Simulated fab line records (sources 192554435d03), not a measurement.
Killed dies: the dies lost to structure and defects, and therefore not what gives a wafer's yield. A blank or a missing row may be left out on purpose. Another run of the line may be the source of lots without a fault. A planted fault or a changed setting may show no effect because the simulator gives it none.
fab line records    flow n5_finfet
record lots=11  wafers=31  last_day=17
route steps=1938 shown BEOL_M6@1260 BEOL_M7@1263 PASSIVATION@1936
lots that met no fault: taken from a fault-free run of the same line
start_h: start of the lot's first displayed wafer, in hours after the record's first day    wait_h: time in hours since the lot's previous step    " as in the row above    L1.1+2: one row covering several wafers at once    - no value present, or no start provided    * or withheld: withheld    < > ~ a bound
route shown NAME@n: names a module that has steps shown in the file, with the first one's number in the route    usual: mean/standard deviation of fault-free wafers    same: alike in all rows    chamber/n: place in a boat    sites: each site's reading    _std_site: the values' standard deviation    _edge_site: mean of outer sites minus mean of inner sites    radius_mm: how far each site lies from the wafer's centre    mask NAME#n: copy n    behind: tool/chamber where the wafer was last shaped    hold: cause of the lot's hold/its duration in hours/its outcome    device: whichever transistor did not switch (one of n, p or np)    end of line: the same wafers' tests at the end of the route    where a step has no rows: the recipe by itself    killed: the dies lost at the first sort to structure and to defects; this is not the yield of the wafer    map: a wafer's dies, marking killed ones x, the rest . and places with no die _
set.NAME: the run value of the setting; set.NAME@STEP: its run value at that earlier step    model.NAME: the simulator's own value behind a step, which no gauge read
route steps across a sampled set of lots; one table per step, one row per wafer
services: the hour from which a tool's chamber was out of use, counted from the record's first day as start_h (under 0 if before that day), plus the number of hours and why
## steps
# step N5_BEOL_M6_DEP_56
# recipe material=SiCN  target_thk_a=100  temp_c=withheld  precursor=3MS/NH3  pressure_torr=3  rf_w=202  time_s=17.5
# usual showerhead_plenum_p_Torr=3.662/0.014  throttle_valve_pct=9.2/0.54
lot.wafer  tool      chamber  start_h  wait_h  showerhead_plenum_p_Torr  throttle_valve_pct
L398.2     pecvd-04  0        194.13   0.0     3.657                     9.7
L398.4     "         1        "        "       3.673                     9.4
L398.5     "         2        "        "       3.650                     8.4
L400.3     pecvd-02  0        198.22   0.0     3.675                     8.4
L400.5     "         1        "        "       3.669                     9.5
L400.6     "         0        "        "       3.667                     8.6
L403.2     pecvd-04  0        217.76   0.0     3.646                     9.8
L403.3     "         1        "        "       3.680                     9.8
L403.6     "         2        "        "       3.644                     8.6
L408.2     pecvd-02  1        241.87   0.0     3.665                     9.7
L408.3     "         2        "        "       3.640                     8.8
L408.4     "         2        "        "       3.650                     8.5
L409.1     pecvd-02  1        257.40   0.0     3.668                     9.8
L409.5     "         1        "        "       3.675                     9.4
L410.1     pecvd-03  2        267.30   0.0     3.691                     8.8
L410.2     "         0        "        "       3.641                     10.0
L410.6     "         2        "        "       3.685                     8.9
L413.1     pecvd-04  1        284.54   0.0     3.679                     9.5
L413.4     "         0        "        "       3.649                     9.9
L413.6     "         2        "        "       3.653                     8.6
L414.1     pecvd-02  0        299.59   0.0     3.672                     8.5
L414.3     "         0        "        "       3.673                     8.5
L414.5     "         1        "        "       3.669                     9.7
L415.2     pecvd-03  0        302.26   0.0     3.653                     10.0
L415.4     "         0        "        "       3.647                     10.3
L415.6     "         2        "        "       3.684                     9.0
L416.2     pecvd-04  2        304.39   0.0     3.649                     8.4
L416.6     "         0        "        "       3.661                     9.8
L419.1     pecvd-02  1        326.96   0.0     3.669                     9.9
L419.2     "         2        "        "       3.649                     8.8
L419.5     "         0        "        "       3.665                     8.6
# step N5_BEOL_M7_ILD_DEP_00
# recipe material=SiCOH_lowk  target_thk_a=1797.5  temp_c=300  precursor=DEMS/porogen  pressure_torr=5  rf_w=500  time_s=33.4
# usual heater_power_w=301/49  showerhead_plenum_p_Torr=5.739/0.016  susceptor_temp_C=299.99/0.21  throttle_valve_pct=13.9/0.74
lot.wafer  tool      chamber  start_h  wait_h  heater_power_w  showerhead_plenum_p_Torr  susceptor_temp_C  throttle_valve_pct
L398.2     pecvd-03  2        194.27   0.0     320             5.752                     299.93            13.2
L398.4     "         0        "        "       348             5.724                     300.05            15.3
L398.5     "         2        "        "       315             5.743                     300.05            13.5
L400.3     pecvd-03  0        198.36   0.0     283             5.719                     299.86            15.5
L400.5     "         2        "        "       342             5.749                     300.16            13.2
L400.6     "         1        "        "       292             5.713                     299.99            13.7
L403.2     pecvd-02  0        217.91   0.0     398             5.730                     300.26            12.7
L403.3     "         1        "        "       301             5.741                     299.92            14.7
L403.6     "         0        "        "       400             5.739                     300.32            13.0
L408.2     pecvd-03  1        242.00   0.0     287             5.729                     299.47            13.9
L408.3     "         0        "        "       349             5.723                     300.02            15.7
L408.4     "         2        "        "       335             5.769                     300.04            13.6
L409.1     pecvd-02  2        257.53   0.0     227             5.724                     300.19            13.2
L409.5     "         2        "        "       233             5.728                     300.24            13.5
L410.1     pecvd-01  1        267.45   0.0     283             5.753                     299.87            13.9
L410.2     "         2        "        "       241             5.736                     299.78            14.0
L410.6     "         1        "        "       285             5.755                     299.95            13.9
L413.1     pecvd-01  1        284.67   0.0     307             5.747                     299.52            13.7
L413.4     "         2        "        "       245             5.737                     300.01            13.6
L413.6     "         2        "        "       245             5.725                     300.27            13.7
L414.1     pecvd-03  2        299.74   0.0     291             5.777                     299.70            13.4
L414.3     "         1        "        "       286             5.722                     300.29            13.8
L414.5     "         1        "        "       305             5.727                     300.01            13.7
L415.2     pecvd-02  0        302.39   0.0     344             5.737                     300.23            13.0
L415.4     "         0        "        "       353             5.740                     300.16            13.1
L415.6     "         1        "        "       306             5.748                     300.25            14.5
L416.2     pecvd-02  2        304.52   0.0     258             5.720                     300.29            13.6
L416.6     "         2        "        "       266             5.733                     300.02            13.7
L419.1     pecvd-03  0        327.09   0.0     286             5.717                     299.93            15.2
L419.2     "         2        "        "       346             5.762                     299.80            13.7
L419.5     "         2        "        "       357             5.777                     300.02            13.8
# step N5_BEOL_M7_ETCH_61
# recipe chemistry=CF4  target=SiARC  target_depth_a=455  mask_material=CAR-ArF  time_s=75.8  ion_energy_ev=80  pressure_mtorr=40  source_w=545  bias_w=36  Ar_flow_sccm=100  cf4_flow_sccm=100  ends=cleared
# usual drypump_motor_current_A=5.8/0.45  etch_rf_on_time_s=77/3  mfc_ar_sccm=100.0/0.34  oes_product_au=0.69/0.074  rf_vpp_V=184.1/1.1  showerhead_plenum_p_Torr=2.15/0.059  throttle_valve_pct=15.6/0.31
lot.wafer  tool         chamber  start_h  wait_h  drypump_motor_current_A  etch_rf_on_time_s  mfc_ar_sccm  oes_product_au  rf_hours_counter_h  rf_vpp_V  showerhead_plenum_p_Torr  throttle_valve_pct
L398.2     rie_diel-06  1        196.54   0.0     5.5                      73                 100.0        0.81            15                  182.8     2.11                      15.4
L398.4     "            3        "        "       5.4                      77                 99.9         0.75            41                  185.3     2.26                      15.3
L398.5     "            1        "        "       5.5                      72                 100.1        0.81            -                   183.4     2.10                      15.3
L400.3     rie_diel-06  2        200.30   0.0     5.4                      82                 100.1        0.62            168                 184.1     2.15                      16.0
L400.5     "            3        "        "       5.4                      78                 99.6         0.74            -                   186.1     2.26                      15.3
L400.6     "            2        "        "       5.3                      80                 100.3        0.63            -                   181.2     2.15                      16.0
L403.2     rie_diel-03  0        221.88   0.0     6.2                      76                 100.0        0.80            15                  184.1     2.08                      15.0
L403.3     "            1        "        "       5.7                      74                 99.6         0.63            189                 183.5     2.06                      16.0
L403.6     "            0        "        "       6.2                      76                 99.6         0.79            -                   184.7     2.08                      15.0
L408.2     rie_diel-06  0        243.92   0.0     6.0                      72                 99.7         0.70            98                  184.4     2.17                      15.8
L408.3     "            3        "        "       5.4                      77                 100.2        0.72            55                  184.6     2.25                      15.3
L408.4     "            1        "        "       5.5                      72                 99.8         0.79            28                  183.9     2.10                      15.4
L409.1     rie_diel-03  1        260.13   0.0     5.7                      76                 100.2        0.61            199                 182.1     2.06                      16.0
L409.5     "            3        "        "       5.7                      81                 100.2        0.56            -                   184.3     2.20                      15.9
L410.1     rie_diel-06  3        270.65   0.0     5.4                      78                 100.1        0.71            63                  186.4     2.25                      15.3
L410.2     "            2        "        "       5.4                      82                 100.1        0.62            190                 184.2     2.14                      16.0
L410.6     "            2        "        "       5.4                      81                 100.6        0.61            -                   183.8     2.14                      16.1
L413.1     rie_diel-06  2        287.60   0.0     5.3                      83                 100.1        0.61            195                 184.8     2.14                      16.1
L413.4     "            0        "        "       6.0                      131                99.9         0.58            112                 181.3     2.16                      15.8
L413.6     "            2        "        "       5.3                      146                99.6         0.51            -                   184.2     2.14                      16.1
L414.1     rie_diel-02  3        301.04   0.0     5.2                      76                 99.4         0.68            90                  182.5     2.08                      15.5
L414.3     "            1        "        "       6.6                      80                 99.4         0.65            128                 183.9     2.15                      15.5
L414.5     "            3        "        "       5.2                      76                 99.5         0.69            -                   182.9     2.08                      15.5
L415.2     rie_diel-06  3        304.22   0.0     5.4                      137                99.5         0.59            73                  184.8     2.25                      15.4
L415.4     "            1        "        "       5.5                      128                100.1        0.63            43                  184.4     2.10                      15.4
L415.6     "            1        "        "       5.5                      129                99.8         0.64            -                   182.7     2.09                      15.4
L416.2     rie_diel-02  2        307.78   0.0     6.2                      77                 99.6         0.76            35                  182.7     2.10                      15.6
L416.6     "            1        "        "       6.6                      79                 100.1        0.65            -                   185.8     2.15                      15.5
L419.1     rie_diel-02  2        328.89   0.0     6.2                      78                 100.2        0.73            42                  184.2     2.10                      15.6
L419.2     "            0        "        "       6.3                      76                 99.9         0.81            1                   183.7     2.21                      15.1
L419.5     "            0        "        "       6.3                      76                 99.8         0.81            -                   185.3     2.21                      15.1
# step N5_BEOL_M7_STRIP_67
# recipe chemistry=CF4  resist=SiARC  power_w=300  bias_power_w=75  pressure_mtorr=50  cf4_flow_sccm=150  rf_frequency_hz=6e+07
# usual drypump_motor_current_A=5.8/0.46  oes_product_au=0.82/0.078  rf_vpp_V=271.4/1.5  showerhead_plenum_p_Torr=1.80/0.047  throttle_valve_pct=13.6/0.34
lot.wafer  tool         chamber  start_h  wait_h  drypump_motor_current_A  oes_product_au  rf_hours_counter_h  rf_vpp_V  showerhead_plenum_p_Torr  throttle_valve_pct
L398.2     rie_diel-06  1        196.75   0.0     5.5                      0.92            15                  271.7     1.77                      13.3
L398.4     "            3        "        "       5.4                      0.87            41                  273.0     1.88                      13.2
L398.5     "            1        "        "       5.5                      0.92            -                   271.8     1.77                      13.3
L400.3     rie_diel-06  2        200.51   0.0     5.3                      0.76            168                 271.5     1.82                      14.0
L400.5     "            3        "        "       5.4                      0.88            -                   274.1     1.88                      13.2
L400.6     "            2        "        "       5.3                      0.75            -                   271.7     1.82                      14.0
L403.2     rie_diel-03  0        222.09   0.0     6.2                      0.94            16                  270.3     1.73                      12.9
L403.3     "            1        "        "       5.7                      0.73            189                 269.3     1.74                      14.0
L403.6     "            0        "        "       6.2                      0.94            -                   272.5     1.73                      12.9
L408.2     rie_diel-06  0        244.13   0.0     6.0                      0.81            98                  271.1     1.81                      13.8
L408.3     "            3        "        "       5.4                      0.85            55                  274.7     1.88                      13.3
L408.4     "            1        "        "       5.5                      0.90            28                  270.5     1.76                      13.3
L409.1     rie_diel-03  1        260.34   0.0     5.7                      0.72            199                 269.7     1.74                      14.1
L409.5     "            3        "        "       5.7                      0.68            -                   272.1     1.85                      13.9
L410.1     rie_diel-06  3        270.85   0.0     5.4                      0.85            63                  275.3     1.88                      13.3
L410.2     "            2        "        "       5.3                      0.74            190                 270.4     1.81                      14.1
L410.6     "            2        "        "       5.3                      0.74            -                   270.8     1.81                      14.1
L413.1     rie_diel-06  2        287.80   0.0     5.3                      0.74            195                 271.6     1.81                      14.1
L413.4     "            0        "        "       6.1                      0.79            112                 271.7     1.81                      13.8
L413.6     "            2        "        "       5.4                      0.74            -                   272.5     1.81                      14.1
L414.1     rie_diel-02  3        301.24   0.0     5.3                      0.80            90                  269.0     1.75                      13.5
L414.3     "            1        "        "       6.6                      0.77            128                 272.0     1.81                      13.5
L414.5     "            3        "        "       5.2                      0.80            -                   268.5     1.75                      13.5
L415.2     rie_diel-06  3        304.42   0.0     5.4                      0.83            74                  272.7     1.87                      13.3
L415.4     "            1        "        "       5.5                      0.87            43                  270.7     1.76                      13.4
L415.6     "            1        "        "       5.5                      0.87            -                   271.4     1.76                      13.4
L416.2     rie_diel-02  2        307.98   0.0     6.1                      0.89            35                  269.3     1.76                      13.5
L416.6     "            1        "        "       6.6                      0.78            -                   271.7     1.81                      13.5
L419.1     rie_diel-02  2        329.09   0.0     6.1                      0.88            42                  271.4     1.76                      13.5
L419.2     "            0        "        "       6.3                      0.96            1                   271.1     1.86                      13.1
L419.5     "            0        "        "       6.3                      0.95            -                   271.1     1.86                      13.1
# step N5_PASSIVATION_PROBE_49
# usual defect_limited_yield=91.1/1.6  killed_at_M0_to_M3=35/11  killed_at_M4_up=13/5.4  killed_at_contacts=13/6.5  killed_at_front_end=40/14  killed_at_other=4/3.1  killed_dies=105/18  killed_open=69/14  killed_short=34/7.3  sort_bin_5_function=5.2/0.96  sort_bin_6_memory=3.4/0.77  sort_n_pass=1075/19  sort_yield_pct=91.1/1.6
# same gross_dies=1180  killed_at_back_side=0  sort_bin_4_leakage[%]=0  sort_bin_8_speed[%]=0
lot.wafer  tool       chamber  start_h  wait_h  defect_limited_yield[%]  killed_at_M0_to_M3  killed_at_M4_up  killed_at_contacts  killed_at_front_end  killed_at_other  killed_dies  killed_open  killed_short  sort_bin_5_function[%]  sort_bin_6_memory[%]  sort_n_pass  sort_yield_pct[%]
L414.1     prober-01  -        374.06   0.0     92.6                     25                  22               10                  26                   4                87           62           20            4.7                     2.2                   1093         92.6
L414.3     prober-01  -        374.16   0.1     92.8                     26                  15               9                   28                   7                85           56           25            4.0                     3.1                   1095         92.8
L414.5     prober-01  -        374.26   0.2     92.1                     23                  18               6                   44                   2                93           58           30            4.5                     2.8                   1087         92.1
L415.2     prober-02  -        381.19   0.1     89.7                     57                  10               10                  43                   2                122          75           42            6.4                     3.5                   1058         89.7
L415.4     prober-02  -        381.29   0.2     88.8                     55                  8                15                  51                   3                132          92           40            6.4                     4.2                   1048         88.8
L415.6     prober-02  -        381.39   0.3     88.2                     54                  10               19                  56                   0                139          94           41            7.5                     3.6                   1041         88.2
# killed by level:class
L414.1 BEOL_M4:geometric_particle:open=15 MOL_CONTACT_COAG:geometric_particle:open=9 BEOL_M1:geometric_particle:open=6 FIN_SAQP:geometric_particle:open=4 STI_FIN_REVEAL:geometric_particle:open=4 BEOL_M0_SAQP:geometric_particle:short=4 BEOL_M3:geometric_particle:open=4 BEOL_M2:geometric_particle:open=4
L414.3 BEOL_M4:geometric_particle:open=9 MOL_CONTACT_COAG:geometric_particle:open=7 DUMMY_GATE:geometric_particle:open=6 BEOL_M0_SAQP:geometric_particle:open=6 BEOL_M2:geometric_particle:open=6 FIN_SAQP:geometric_particle:open=5 BEOL_M1:geometric_particle:open=5 PASS1_CAP:geometric_particle:open=4
L414.5 STI_FIN_REVEAL:geometric_particle:open=9 FIN_SAQP:geometric_particle:short=8 BEOL_M4:geometric_particle:short=7 MOL_CONTACT_COAG:geometric_particle:open=6 BEOL_M0_SAQP:geometric_particle:open=6 BEOL_M1:geometric_particle:open=6 DUMMY_GATE:geometric_particle:open=5 BEOL_M0_SAQP:geometric_particle:short=5
L415.2 BEOL_M0_SAQP:geometric_particle:open=14 FIN_SAQP:geometric_particle:open=13 BEOL_M1:geometric_particle:open=11 BEOL_M3:geometric_particle:open=9 BEOL_M0_SAQP:geometric_particle:short=8 MOL_CONTACT_COAG:geometric_particle:open=7 FIN_SAQP:geometric_particle:short=6 BEOL_M1:geometric_particle:short=6
L415.4 STI_FIN_REVEAL:geometric_particle:open=22 BEOL_M3:geometric_particle:open=15 MOL_CONTACT_COAG:geometric_particle:open=14 BEOL_M1:geometric_particle:open=11 BEOL_M0_SAQP:geometric_particle:open=9 BEOL_M0_SAQP:geometric_particle:short=9 FIN_SAQP:geometric_particle:short=6 DUMMY_GATE:geometric_particle:open=5
L415.6 STI_FIN_REVEAL:geometric_particle:open=25 MOL_CONTACT_COAG:geometric_particle:open=17 BEOL_M0_SAQP:geometric_particle:open=10 BEOL_M1:geometric_particle:short=10 BEOL_M1:geometric_particle:open=10 BEOL_M0_SAQP:geometric_particle:short=8 FIN_SAQP:geometric_particle:open=7 FIN_SAQP:geometric_particle:short=6
## services
tool         chamber  start_h  hours  kind
rie_diel-02  2        172.46   -      clean
rie_diel-02  2        172.46   -      consumable_replace:focus_ring
rie_diel-02  2        172.46   20.7   scheduled_down
rie_diel-02  2        172.46   20.7   vent_cycle
pecvd-02     0        174.57   9.4    repair
pecvd-04     0        180.42   6.5    repair
pecvd-02     -        195.94   0.3    repair
pecvd-02     2        202.40   -      clean
pecvd-02     2        202.40   -      consumable_replace:showerhead
pecvd-02     2        202.40   29.0   scheduled_down
pecvd-02     2        202.40   29.0   vent_cycle
pecvd-01     -        203.80   6.0    pm
pecvd-04     -        204.84   5.5    pm
pecvd-02     0        207.39   2.1    scheduled_down
pecvd-03     -        224.03   1.4    repair
pecvd-03     1        263.80   5.5    scheduled_down
rie_diel-06  1        268.83   5.7    repair
pecvd-02     2        276.84   2.1    scheduled_down
pecvd-02     2        283.41   20.6   repair
rie_diel-03  0        288.35   3.7    repair
pecvd-03     -        290.28   1.3    repair
pecvd-03     2        309.90   2.1    scheduled_down
pecvd-01     -        316.89   0.2    repair
pecvd-04     0        327.02   6.8    repair
## key
first_sign step=N5_BEOL_M7_ETCH_61  reading=etch_rf_on_time_s  direction=up  sigmas=19  usual=*  struck=*
effect none on later readings
met_at N5_BEOL_M7_ETCH_61
struck_lots L413,L415
struck_wafers L413.4,L413.6,L415.2,L415.4,L415.6
not_acting_at N5_BEOL_M6_DEP_56,N5_BEOL_M7_ILD_DEP_00,N5_BEOL_M7_STRIP_67
onset_between 270.65 287.60
fault kind=process_parameter_drift  tool=rie_diel-06  chamber=-  onset_h=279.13  steps=N5_BEOL_M7_ETCH_61  channel=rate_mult  offset=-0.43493  shape=step  end_h=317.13  scope=struck_wafers_only
